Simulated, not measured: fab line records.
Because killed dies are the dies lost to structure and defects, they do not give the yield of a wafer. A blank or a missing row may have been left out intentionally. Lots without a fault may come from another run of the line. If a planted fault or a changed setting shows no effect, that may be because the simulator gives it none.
A struck lot beside a sound one    flow n5-finfet    20 steps out of a route of 1938
Sound: these wafers, L187.1, L187.4, L187.5. Struck: wafers L189.1, L189.3, L189.4. The cause comes at the end.
Each step with rows lists, per side, the tool, then ch with its chambers, then its first start. Under that, the readings that differ: sound wafers    struck wafers    difference of the means    sigmas: that difference in standard deviations of wafers without a fault.
alike: a reading whose means differ by less than 2 such deviations, as well as words and numbers matching on both sides. not compared: withheld readings; readings where some wafer has no value; bounds like >300 that might hide an equal value; numbers whose values overlap and for which the record gives no deviation.
The two part at a step that has a row with sigmas, a row that says differs or no value, or rows on one side only. Numbers that don't overlap but have no deviation are shown without sigmas and don't part them. Lack of a reading on every wafer of one side parts them only where that side has two or more wafers.

first, 11 steps without rows for these wafers: N5_BEOL_M8_ETCH_62 (etches SOC in N2/H2, target depth 110 nm, overetch 22 nm, time 165 s); N5_BEOL_M8_STRIP_68 (strips in N2/H2); N5_BEOL_M8_STRIP_67 (strips in CF4); N5_BEOL_M8_HM_OPEN_17 (chemistry Cl2/BCl3, target TiN, target depth 20 nm, overetch 6 nm); N5_BEOL_M8_STRIP_19 (strips in O2); N5_BEOL_M8_COAT_63 (time 60 s, resist thk 60 nm); N5_BEOL_M8_COAT_64 (time 60 s, resist thk 12 nm); N5_BEOL_M8_COAT_71 (time 60 s, resist thk 5 nm); N5_BEOL_M8_COAT_22 (resist thk 30 nm); N5_BEOL_M8_EBR_24; N5_BEOL_M8_SOFTBAKE_23 (time 60 s).
N5_BEOL_M8_EXPOSE_25: exposes mask V7, target cd 40 nm.
  sound on euv-scanner-01 ch 0, day 10 10:31; struck on euv-scanner-01 ch 0, day 11 01:26
reading               sound              struck             difference  sigmas
exposure-dose-mJ-cm2  42.45 42.50 42.45  43.32 43.29 43.27  +0.83       +20
  alike: mask, stage-msd-nm
then, 2 steps without rows for these wafers: N5_BEOL_M8_PEB_26 (peb time 60 s); N5_BEOL_M8_DEVELOP_27 (develop time 30 s).
N5_BEOL_M8_DESCUM_33: chemistry O2, time 7 s.
  sound on rie-diel-05 ch 1,2,3, day 10 10:46; struck on rie-diel-03 ch 1,2,3, day 11 02:04
reading                   sound         struck          difference  sigmas
model.BEOL_M8.cd-nm (nm)  39.8 40.2 40  40.6 40.6 40.6  +0.6        
  alike: drypump-motor-current-A, oes-product-au, rf-vpp-V, showerhead-plenum-p-Torr, throttle-valve-pct
  not compared: rf-hours-counter-h
then, 2 steps without rows for these wafers: N5_BEOL_M8_ETCH_72 (etches underlayer in N2/H2, target depth 6.5 nm, time 5.2 s); N5_BEOL_M8_ETCH_65 (etches SiARC in CF4, target depth 15.6 nm, time 26 s).
N5_BEOL_M8_ETCH_66: etches SOC in N2/H2, target depth 80 nm, overetch 16 nm, time 120 s.
  sound on rie-diel-05 ch 1,2,3, day 10 10:51; struck on rie-diel-03 ch 1,2,3, day 11 02:08
  alike: drypump-motor-current-A, oes-product-au, rf-vpp-V, showerhead-plenum-p-Torr, throttle-valve-pct
  not compared: rf-hours-counter-h, model.BEOL_M8.cd-nm
then, 1 step without rows for these wafers: N5_BEOL_M8_STRIP_69 (strips in N2/H2).
-- a jump in the record: the struck wafers' starts before and after are 3 days apart (it breaks off in module BEOL_M8 and resumes in module PASSIVATION, where the first step shown is number 1936 of the route) --
N5_PASSIVATION_PROBE_49:
  sound on prober-02 at day 13 02:31; struck on prober-02 at day 13 14:52
  alike: defect-limited-yield, killed_at_M0_to_M3, killed_at_M4_up, killed-at-contacts, killed-at-front-end, killed-at-other, killed-dies, killed-on-rim, killed-open, killed-short, sort_bin_4_leakage, sort_bin_5_function, sort_bin_6_memory, sort-n-pass, sort-yield-pct

## WHERE THEY PART
At N5_BEOL_M8_EXPOSE_25 and nowhere else, as far as this record goes. Later steps at which nothing parts them and some readings are alike: N5_BEOL_M8_DESCUM_33, N5_BEOL_M8_ETCH_66, N5_PASSIVATION_PROBE_49.

WHY: what had been put in by the simulator
Drift in process parameters on euv-scanner-01 at N5_BEOL_M8_EXPOSE_25, starting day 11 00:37. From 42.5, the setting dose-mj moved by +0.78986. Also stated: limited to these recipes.
